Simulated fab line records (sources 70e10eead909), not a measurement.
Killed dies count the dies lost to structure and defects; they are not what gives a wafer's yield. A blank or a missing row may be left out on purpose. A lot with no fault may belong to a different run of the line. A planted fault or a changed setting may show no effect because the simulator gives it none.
fab line records ; flow nand_harc
[record] lots = 12; wafers = 36; last_day = 24
route steps=1159 shown A_CONTACT@860 END@1159
lots that met no fault: from a run of the same line without faults
start_h: hours from the record's opening day to when the first of the lot's shown wafers began ; wait_h: time in hours since the lot's previous step ; " identical to the entry in the row above ; L1.1+2: a single row standing in for several wafers ; - value missing, or start not given ; * or withheld: withheld ; < > ~ a bound
route shown NAME@n: names a module that has steps shown in the file, with the first one's number in the route ; usual: the fault-free wafers' mean and standard deviation ; same: alike in all rows ; chamber/n: place in a boat ; sites: readings site by site ; _std_site: the values' standard deviation ; _edge_site: the outer-site mean with the inner-site mean subtracted ; radius_mm: for every site, how far away it sits from the centre of the wafer ; mask NAME#n: copy n ; behind: tool/chamber where the wafer was last shaped ; hold: reason for holding the lot/hours on hold/outcome of the hold ; device: whichever transistor did not switch (one of n, p or np) ; end of line: the route-end tests of the same wafers ; where a step has no rows: the recipe by itself ; killed: not the wafer's yield, but the dies lost to structure and defects at the first sort ; map: shows each die of a wafer: x if killed, . if not, _ if none is there
set.NAME: setting as actually run; set.NAME@STEP: the setting as run at that earlier step ; model.NAME: the simulator's own value behind a step, which no gauge read
a sample of lots followed through the steps of the route, with each step as a table and each wafer as a row
services: when a tool's chamber went out of use (start_h, in hours from the record's first day, below 0 if earlier), for how many hours, and the reason
[[steps]]
[step NHARC_A_CONTACT_ETCH_50]
[recipe] target_depth_a = 847; time_s = 42.4; cf4_flow_sccm = 100; chf3_flow_sccm = 30; ar_flow_sccm = 0; rf_w = 500; bias_w = 200; chemistry = CF4/CHF3
[usual] bias_w = 200.0/0.61; cf4_flow_sccm = 99.94/0.3; drypump_motor_current_A = 5.7/0.4; oes_product_au = 0.946/0.022; rf_vpp_V = 369.6/2; showerhead_plenum_p_Torr = 1.54/0.056; throttle_valve_pct = 16.802/0.0094
lot.wafer;tool;chamber;start_h;wait_h;bias_w;cf4_flow_sccm;drypump_motor_current_A;oes_product_au;rf_hours_counter_h;rf_vpp_V;showerhead_plenum_p_Torr;throttle_valve_pct
L300.1;rie_diel-13;3;-;-;200.8;99.56;6.0;0.928;16;371.1;1.61;16.822
L300.5;rie_diel-13;0;-;-;200.2;100.29;5.1;0.922;-;368.8;1.49;16.802
L300.6;rie_diel-13;1;-;-;200.1;100.47;5.4;0.918;-;368.4;1.51;16.805
L303.1;rie_diel-13;1;-;-;200.2;99.63;5.4;0.927;17;368.2;1.51;16.802
L303.2;rie_diel-13;2;-;-;199.8;100.07;5.9;0.957;16;370.1;1.51;16.824
L303.6;rie_diel-13;3;-;-;200.3;99.85;6.0;0.942;-;372.4;1.61;16.808
L302.4;rie_diel-07;3;-;-;200.0;99.88;5.3;0.914;62;368.9;1.55;16.801
L302.2;rie_diel-07;0;-;-;198.8;100.35;5.9;0.925;55;374.0;1.67;16.805
L302.1;rie_diel-07;1;-;-;200.4;99.88;5.6;0.931;58;369.1;1.55;16.804
L306.2;rie_diel-01;0;-;-;200.2;99.65;6.7;0.939;40;367.1;1.46;16.806
L306.3;rie_diel-01;1;-;-;200.5;99.61;5.1;0.918;30;367.4;1.48;16.797
L306.6;rie_diel-01;3;-;-;199.3;99.91;5.4;0.926;-;368.8;1.54;16.800
L314.4;rie_diel-01;2;-;-;199.9;99.94;6.0;0.922;53;370.9;1.60;16.803
L314.5;rie_diel-01;1;-;-;199.3;99.74;5.1;0.919;-;367.5;1.48;16.791
L314.6;rie_diel-01;2;-;-;200.0;99.88;6.0;0.918;-;371.3;1.60;16.807
L316.4;rie_diel-13;0;-;-;200.0;100.08;5.2;0.953;2;367.9;1.49;16.796
L316.6;rie_diel-13;1;-;-;200.0;99.91;5.5;0.963;-;367.4;1.50;16.788
L316.5;rie_diel-13;2;-;-;200.0;99.95;6.0;0.970;-;368.9;1.51;16.787
L317.4;rie_diel-07;2;-;-;199.5;99.65;5.9;0.926;18;371.8;1.57;16.810
L317.3;rie_diel-07;0;-;-;199.9;100.32;5.8;0.922;21;372.9;1.66;16.791
L317.1;rie_diel-07;1;-;-;200.1;99.64;5.6;0.922;20;368.5;1.55;16.806
L315.1;rie_diel-13;1;-;-;199.6;100.77;5.4;0.972;3;368.2;1.50;16.795
L315.3;rie_diel-13;3;-;-;201.5;99.77;6.0;0.960;4;371.6;1.61;16.798
L315.4;rie_diel-13;0;-;-;199.8;99.75;5.2;0.964;4;368.9;1.49;16.813
L318.4;rie_diel-01;2;-;-;199.5;100.20;6.0;0.919;61;371.8;1.60;16.794
L318.6;rie_diel-01;1;-;-;200.6;100.09;5.1;0.913;-;368.4;1.48;16.806
L318.5;rie_diel-01;2;-;-;199.8;100.20;6.0;0.918;-;371.1;1.60;16.808
L319.2;rie_diel-07;0;-;-;199.7;99.81;5.8;0.978;30;373.7;1.66;16.806
L319.4;rie_diel-07;1;-;-;199.8;99.55;5.6;0.946;29;370.2;1.54;16.796
L319.1;rie_diel-07;3;-;-;199.8;99.68;5.3;0.959;29;369.4;1.54;16.795
L320.4;rie_diel-01;2;-;-;199.3;99.83;6.0;0.962;2;370.9;1.60;16.809
L320.3;rie_diel-01;0;-;-;199.1;99.78;6.7;0.993;2;374.8;1.70;16.797
L320.6;rie_diel-01;3;-;-;199.4;99.99;5.3;0.960;-;368.9;1.53;16.798
L321.2;rie_diel-13;2;-;-;200.0;99.93;6.0;0.984;9;368.2;1.51;16.785
L321.1;rie_diel-13;3;-;-;199.4;100.33;5.9;0.970;9;371.0;1.60;16.787
L321.4;rie_diel-13;1;-;-;200.2;99.78;5.4;0.952;9;368.3;1.50;16.798
[step NHARC_A_CONTACT_ETCH_119]
[recipe] source_w = withheld; pressure_mtorr = 20; bias_v = 3000; time_s = 94; target_depth_a = 9220; ar_flow_sccm = withheld; c4f8_flow_sccm = withheld; o2_flow_sccm = withheld; chemistry = C4F8/O2/Ar
[usual] chamber_pressure_mTorr = 20.000/0.018; oes_air_line_au = 1.003/0.022
lot.wafer;tool;chamber;start_h;wait_h;chamber_pressure_mTorr;oes_air_line_au;rf_hours_counter_h
L300.1;har_cap_etch-02;0;386.52;0.1;20.003;1.009;11
L300.6;har_cap_etch-02;1;386.52;0.1;20.012;0.971;-
L300.5;har_cap_etch-02;0;386.52;0.1;20.020;1.010;-
L303.1;har_cap_etch-03;0;386.98;0.1;19.991;0.979;81
L303.2;har_cap_etch-03;1;386.98;0.1;19.988;1.034;81
L303.6;har_cap_etch-03;0;386.98;0.1;19.963;0.993;-
L302.2;har_cap_etch-02;0;404.94;0.1;19.998;1.004;15
L302.1;har_cap_etch-02;1;404.94;0.1;20.020;0.999;15
L302.4;har_cap_etch-02;0;404.94;0.1;20.003;0.999;-
L306.2;har_cap_etch-02;1;427.90;0.1;20.008;0.977;18
L306.3;har_cap_etch-02;0;427.90;0.1;19.991;0.987;-
L306.6;har_cap_etch-02;1;427.90;0.1;19.995;0.975;-
L314.4;har_cap_etch-01;1;467.03;0.1;20.000;1.034;-
L314.5;har_cap_etch-01;0;467.03;0.1;19.999;1.012;-
L314.6;har_cap_etch-01;1;467.03;0.1;19.986;1.038;-
L316.4;har_cap_etch-03;1;478.59;0.1;19.959;0.991;-
L316.5;har_cap_etch-03;1;478.59;0.1;19.989;0.979;-
L316.6;har_cap_etch-03;0;478.59;0.1;20.029;1.042;-
L317.1;har_cap_etch-02;1;479.76;0.1;20.007;1.007;28
L317.4;har_cap_etch-02;0;479.76;0.1;20.011;0.987;-
L317.3;har_cap_etch-02;1;479.76;0.1;19.995;1.007;-
L315.1;har_cap_etch-03;0;484.50;0.1;20.004;1.011;98
L315.3;har_cap_etch-03;0;484.50;0.1;20.001;0.982;-
L315.4;har_cap_etch-03;1;484.50;0.1;20.037;0.971;-
L318.4;har_cap_etch-02;0;487.46;0.1;19.995;1.001;-
L318.6;har_cap_etch-02;1;487.46;0.1;20.018;1.011;-
L318.5;har_cap_etch-02;0;487.46;0.1;20.013;1.005;-
L319.1;har_cap_etch-01;1;506.20;0.1;20.009;0.987;82
L319.2;har_cap_etch-01;0;506.20;0.1;19.987;1.007;82
L319.4;har_cap_etch-01;0;506.20;0.1;19.973;1.019;-
L320.4;har_cap_etch-02;0;512.32;0.1;20.018;0.970;-
L320.3;har_cap_etch-02;1;512.32;0.1;19.997;1.015;-
L320.6;har_cap_etch-02;1;512.32;0.1;20.001;0.975;-
L321.2;har_cap_etch-01;1;516.89;0.1;20.011;1.013;84
L321.1;har_cap_etch-01;0;516.89;0.1;19.999;1.044;84
L321.4;har_cap_etch-01;0;516.89;0.1;19.985;0.990;-
[step NHARC_A_CONTACT_ETCH_120]
[recipe] source_w = withheld; pressure_mtorr = 20; bias_v = 3000; time_s = 94; target_depth_a = 9220; ar_flow_sccm = withheld; c4f8_flow_sccm = withheld; o2_flow_sccm = withheld; chemistry = C4F8/O2/Ar
[usual] chamber_pressure_mTorr = 19.998/0.018; oes_air_line_au = 1.003/0.02
lot.wafer;tool;chamber;start_h;wait_h;chamber_pressure_mTorr;oes_air_line_au;rf_hours_counter_h
L300.1;har_cap_etch-02;0;386.61;0.1;20.012;1.030;12
L300.6;har_cap_etch-02;1;386.61;0.1;20.055;0.990;-
L300.5;har_cap_etch-02;0;386.61;0.1;20.017;1.018;-
L303.1;har_cap_etch-03;0;387.07;0.1;19.997;1.020;81
L303.2;har_cap_etch-03;1;387.07;0.1;19.996;1.002;81
L303.6;har_cap_etch-03;0;387.07;0.1;20.019;0.976;-
L302.2;har_cap_etch-02;0;405.03;0.1;-;-;-
L302.1;har_cap_etch-02;1;405.03;0.1;-;-;-
L302.4;har_cap_etch-02;0;405.03;0.1;-;-;-
L306.2;har_cap_etch-02;1;427.99;0.1;-;-;-
L306.3;har_cap_etch-02;0;427.99;0.1;-;-;-
L306.6;har_cap_etch-02;1;427.99;0.1;-;-;-
L314.4;har_cap_etch-01;1;467.13;0.1;19.969;1.011;-
L314.5;har_cap_etch-01;0;467.13;0.1;20.009;1.022;-
L314.6;har_cap_etch-01;1;467.13;0.1;20.002;0.984;-
L316.4;har_cap_etch-03;1;478.68;0.1;19.990;0.974;-
L316.5;har_cap_etch-03;1;478.68;0.1;20.007;0.999;-
L316.6;har_cap_etch-03;0;478.68;0.1;19.984;0.978;-
L317.1;har_cap_etch-02;1;479.85;0.1;19.995;1.023;28
L317.4;har_cap_etch-02;0;479.85;0.1;20.015;0.990;-
L317.3;har_cap_etch-02;1;479.85;0.1;19.984;0.981;-
L315.1;har_cap_etch-03;0;484.59;0.1;19.993;0.989;98
L315.3;har_cap_etch-03;0;484.59;0.1;20.032;1.012;-
L315.4;har_cap_etch-03;1;484.59;0.1;20.021;1.004;-
L318.4;har_cap_etch-02;0;487.55;0.1;20.012;0.999;-
L318.6;har_cap_etch-02;1;487.55;0.1;19.977;1.009;-
L318.5;har_cap_etch-02;0;487.55;0.1;20.008;1.039;-
L319.1;har_cap_etch-01;1;506.29;0.1;20.003;0.980;83
L319.2;har_cap_etch-01;0;506.29;0.1;20.000;0.993;83
L319.4;har_cap_etch-01;0;506.29;0.1;20.002;0.973;-
L320.4;har_cap_etch-02;0;512.41;0.1;20.025;1.031;-
L320.3;har_cap_etch-02;1;512.41;0.1;19.987;0.984;-
L320.6;har_cap_etch-02;1;512.41;0.1;19.971;0.992;-
L321.2;har_cap_etch-01;1;517.01;0.1;19.985;1.000;84
L321.1;har_cap_etch-01;0;517.01;0.1;19.991;0.995;84
L321.4;har_cap_etch-01;0;517.01;0.1;19.998;0.996;-
[step NHARC_A_CONTACT_ETCH_123]
[recipe] source_w = withheld; pressure_mtorr = 20; bias_v = 400; time_s = 253; target_depth_a = 10900; ar_flow_sccm = withheld; c4f8_flow_sccm = 11.5; o2_flow_sccm = 7.2; chemistry = C4F8/O2/Ar
[usual] chamber_pressure_mTorr = 19.997/0.018; oes_air_line_au = 0.997/0.021
lot.wafer;tool;chamber;start_h;wait_h;chamber_pressure_mTorr;oes_air_line_au;rf_hours_counter_h
L300.1;har_cap_etch-02;0;386.92;0.1;19.988;1.018;12
L300.6;har_cap_etch-02;1;386.92;0.1;19.967;0.983;-
L300.5;har_cap_etch-02;0;386.92;0.1;19.999;1.013;-
L303.1;har_cap_etch-03;0;387.35;0.1;19.991;1.000;82
L303.2;har_cap_etch-03;1;387.35;0.1;19.985;1.025;82
L303.6;har_cap_etch-03;0;387.35;0.1;19.998;0.973;-
L302.2;har_cap_etch-02;0;405.30;0.1;19.989;0.973;15
L302.1;har_cap_etch-02;1;405.30;0.1;20.005;1.009;15
L302.4;har_cap_etch-02;0;405.30;0.1;19.960;0.993;-
L306.2;har_cap_etch-02;1;428.27;0.1;19.975;0.968;18
L306.3;har_cap_etch-02;0;428.27;0.1;19.978;0.982;-
L306.6;har_cap_etch-02;1;428.27;0.1;20.012;0.969;-
L314.4;har_cap_etch-01;1;467.51;0.2;19.987;0.995;-
L314.5;har_cap_etch-01;0;467.51;0.2;20.013;1.001;-
L314.6;har_cap_etch-01;1;467.51;0.2;20.003;1.022;-
L316.4;har_cap_etch-03;1;479.03;0.2;19.992;1.014;-
L316.5;har_cap_etch-03;1;479.03;0.2;19.981;0.976;-
L316.6;har_cap_etch-03;0;479.03;0.2;20.016;1.004;-
L317.1;har_cap_etch-02;1;480.16;0.1;20.010;1.009;28
L317.4;har_cap_etch-02;0;480.16;0.1;20.001;0.969;-
L317.3;har_cap_etch-02;1;480.16;0.1;20.012;0.976;-
L315.1;har_cap_etch-03;0;484.86;0.1;19.986;0.975;98
L315.3;har_cap_etch-03;0;484.86;0.1;20.008;1.017;-
L315.4;har_cap_etch-03;1;484.86;0.1;20.013;0.984;-
L318.4;har_cap_etch-02;0;487.94;0.2;20.015;0.975;-
L318.6;har_cap_etch-02;1;487.94;0.2;20.031;0.991;-
L318.5;har_cap_etch-02;0;487.94;0.2;20.024;1.017;-
L319.1;har_cap_etch-01;1;506.56;0.1;19.986;0.995;83
L319.2;har_cap_etch-01;0;506.56;0.1;19.982;1.032;83
L319.4;har_cap_etch-01;0;506.56;0.1;19.996;0.975;-
L320.4;har_cap_etch-02;0;512.76;0.2;20.001;1.024;-
L320.3;har_cap_etch-02;1;512.76;0.2;19.987;0.971;-
L320.6;har_cap_etch-02;1;512.76;0.2;19.965;0.980;-
L321.2;har_cap_etch-01;1;517.38;0.1;19.979;0.997;84
L321.1;har_cap_etch-01;0;517.38;0.1;20.027;1.011;84
L321.4;har_cap_etch-01;0;517.38;0.1;19.987;1.016;-
[step NHARC_END_SORT_01]
[recipe] temp_c = 25
[usual] killed_at_array = 29/10; killed_at_other = 0.7/1.1; killed_at_periphery = 3.2/2.2; killed_dies = 33/11; killed_open = 3.5/1.8; killed_short = 2.0/1.4
[same] gross_dies = 677
lot.wafer;tool;chamber;start_h;wait_h;killed_at_array;killed_at_other;killed_at_periphery;killed_dies;killed_open;killed_short
L302.1;prober-02;0;490.32;2.5;673;0;4;677;3;4
L302.2;prober-02;0;491.14;2.8;671;1;5;677;4;4
L302.4;prober-02;0;492.78;3.4;673;0;4;677;4;3
L306.2;prober-02;0;499.04;2.8;670;1;6;677;6;0
L306.3;prober-02;0;499.84;3.1;667;2;8;677;6;3
L306.6;prober-02;0;502.24;4.0;668;2;7;677;2;0
// killed by level:class
L302.1 A_CONTACT:area_etch=653 A_CHANNEL_HOLE_D1:chamber_film_flake=13 A_STAIRCASE:chamber_film_flake=2 A_CONTACT:chamber_film_flake=2 P_CONTACT:geometric_particle:short=1 P_CONTACT:geometric_particle:open=1 P_M1:geometric_particle:short=1 P_M2:geometric_particle:open=1
L302.2 A_CONTACT:area_etch=641 A_CHANNEL_HOLE_D1:chamber_film_flake=16 A_STAIRCASE:chamber_film_flake=4 A_CHANNEL_HOLE_D1:geometric_particle:short=2 A_CONTACT:chamber_film_flake=2 P_M0:geometric_particle:short=1 P_M1:geometric_particle:short=1 A_SOURCE_PLATE:geometric_particle:open=1
L302.4 A_CONTACT:area_etch=647 A_CHANNEL_HOLE_D1:chamber_film_flake=11 A_CONTACT:geometric_particle:open=3 A_SLIT:chamber_film_flake=3 A_CONTACT:chamber_film_flake=3 P_BONDPAD:chamber_film_flake=2 P_CONTACT:geometric_particle:short=1 A_ONON_D1:geometric_particle:short=1
L306.2 A_CONTACT:area_etch=641 A_SLIT:chamber_film_flake=9 A_STAIRCASE:chamber_film_flake=8 P_CONTACT:chamber_film_flake=3 A_CONTACT:chamber_film_flake=3 A_BONDPAD:chamber_film_flake=3 A_ONON_D1:geometric_particle:open=2 A_CHANNEL_HOLE_D1:chamber_film_flake=2
L306.3 A_CONTACT:area_etch=634 A_SLIT:chamber_film_flake=11 A_CONTACT:chamber_film_flake=6 P_STI:chamber_film_flake=4 P_CONTACT:chamber_film_flake=3 A_CHANNEL_HOLE_D1:chamber_film_flake=3 A_WL_FILL:chamber_film_flake=3 A_CHANNEL_FILL_D1:geometric_particle:short=2
L306.6 A_CONTACT:area_etch=639 A_SLIT:chamber_film_flake=15 A_STAIRCASE:chamber_film_flake=5 P_STI:chamber_film_flake=4 A_CHANNEL_HOLE_D1:chamber_film_flake=4 A_CONTACT:geometric_particle:open=2 P_M0:chamber_film_flake=2 A_WL_FILL:chamber_film_flake=2
[[services]]
tool;chamber;start_h;hours;kind
rie_diel-13;0;383.23;-;clean
rie_diel-13;1;383.23;-;clean
rie_diel-13;2;383.23;-;clean
rie_diel-13;3;383.23;-;clean
rie_diel-01;1;385.95;10.3;repair
rie_diel-13;2;401.11;8.7;repair
rie_diel-07;-;405.57;9.0;pm
rie_diel-13;0;407.97;-;clean
rie_diel-13;1;407.97;-;clean
rie_diel-13;3;407.97;-;clean
har_cap_etch-03;-;429.71;0.7;repair
rie_diel-13;0;432.47;-;clean
rie_diel-13;1;432.47;-;clean
rie_diel-13;2;432.47;-;clean
rie_diel-13;3;432.47;-;clean
rie_diel-13;-;453.26;9.0;pm
rie_diel-13;0;453.26;9.0;vent_cycle
rie_diel-13;1;453.26;9.0;vent_cycle
rie_diel-13;2;453.26;9.0;vent_cycle
rie_diel-13;3;453.26;9.0;vent_cycle
rie_diel-13;0;462.26;-;clean
har_cap_etch-02;-;472.27;0.2;repair
rie_diel-01;-;491.93;9.0;pm
har_cap_etch-02;-;504.24;2.4;repair
[[key]]
[first_sign] step = NHARC_A_CONTACT_ETCH_120; reading = tool_record; direction = missing
[effect] step = NHARC_END_SORT_01; reading = killed_at_array; direction = up; sigmas = 63; usual = 29; struck = 670
[more_kills_born_at] NHARC_A_CONTACT_ETCH_120@har_cap_etch-02 = 3855
met_at NHARC_A_CONTACT_ETCH_120
struck_lots L302,L306
later_rows_left_out L302.1,L302.2,L302.4,L306.2,L306.3,L306.6
tester_left_out L302,L306
not_acting_at NHARC_A_CONTACT_ETCH_50,NHARC_A_CONTACT_ETCH_119,NHARC_A_CONTACT_ETCH_123
onset_between 386.61 405.03
[fault] kind = skipped_step_whole; tool = har_cap_etch-02; chamber = -; onset_h = 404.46; steps = NHARC_A_CONTACT_ETCH_120; scope = struck_lots_only
// tester_left_out: of these lots the tester's yield and bins aren't shown, on N5 and GAA mostly nor the transistor test; their killed dies are dies lost to structure and defects alone, not to doping, threshold or leakage, so they don't give the yield
// later_rows_left_out: the simulator's readings of these wafers behind a module that went badly wrong aren't trusted and aren't shown, but for the sort
